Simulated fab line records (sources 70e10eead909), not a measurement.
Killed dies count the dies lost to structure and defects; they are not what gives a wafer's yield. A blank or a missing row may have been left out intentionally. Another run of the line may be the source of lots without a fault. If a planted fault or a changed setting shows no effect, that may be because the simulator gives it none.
Chamber matching || flow nand_harc || NHARC_P_GATE_DESCUM_61 on rie_diel-11: 4 sister chambers
The step chemistry O2, time 3 s. 4 wafers are shown with their chamber, then 9 later ones without.

## WAFERS WITH THEIR CHAMBER
{"wafer": "L084.2", "chamber": 1, "showerhead_plenum_p_Torr (Torr)": 1.88}
{"wafer": "L090.1", "chamber": 0, "showerhead_plenum_p_Torr (Torr)": 2.01}
{"wafer": "L090.3", "chamber": 3, "showerhead_plenum_p_Torr (Torr)": 1.95}
{"wafer": "L090.4", "chamber": 2, "showerhead_plenum_p_Torr (Torr)": 2.01}

## WAFERS WHOSE CHAMBER IS MISSING
{"wafer": "L092.1", "showerhead_plenum_p_Torr (Torr)": 1.87}
{"wafer": "L092.2", "showerhead_plenum_p_Torr (Torr)": 2.01}
{"wafer": "L092.4", "showerhead_plenum_p_Torr (Torr)": 1.95}
{"wafer": "L093.1", "showerhead_plenum_p_Torr (Torr)": 1.95}
{"wafer": "L093.3", "showerhead_plenum_p_Torr (Torr)": 1.87}
{"wafer": "L093.5", "showerhead_plenum_p_Torr (Torr)": 1.87}
{"wafer": "L096.1", "showerhead_plenum_p_Torr (Torr)": 2.01}
{"wafer": "L096.2", "showerhead_plenum_p_Torr (Torr)": 1.95}
{"wafer": "L096.3", "showerhead_plenum_p_Torr (Torr)": 1.87}

## EACH ONE'S CHAMBER
{"wafer": "L092.1", "from the rows above": 1, "in truth": 1}
{"wafer": "L092.2", "from the rows above": "can't be placed: 0 or 2", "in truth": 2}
{"wafer": "L092.4", "from the rows above": 3, "in truth": 3}
{"wafer": "L093.1", "from the rows above": 3, "in truth": 3}
{"wafer": "L093.3", "from the rows above": 1, "in truth": 1}
{"wafer": "L093.5", "from the rows above": 1, "in truth": 1}
{"wafer": "L096.1", "from the rows above": "can't be placed: 0 or 2", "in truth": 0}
{"wafer": "L096.2", "from the rows above": 3, "in truth": 3}
{"wafer": "L096.3", "from the rows above": 1, "in truth": 1}
7 of 9 placed correctly. Not placeable from these rows: 2 (in 2, the candidates include the true chamber). Number placed wrongly: 0.
How it was worked out, from the rows above alone: a wafer's distance from a chamber is the root of the sum, over the readings, of the square of ((its reading less the chamber's mean) divided by the reading's scatter). The wafer belongs to the nearest chamber; if the next one is less than 2 further off, it can't be placed. Each chamber's mean is taken over the wafers shown for it. The scatter: with one shown wafer a chamber, the root of the mean of the squares of how far each hidden wafer lies from its nearest shown one.
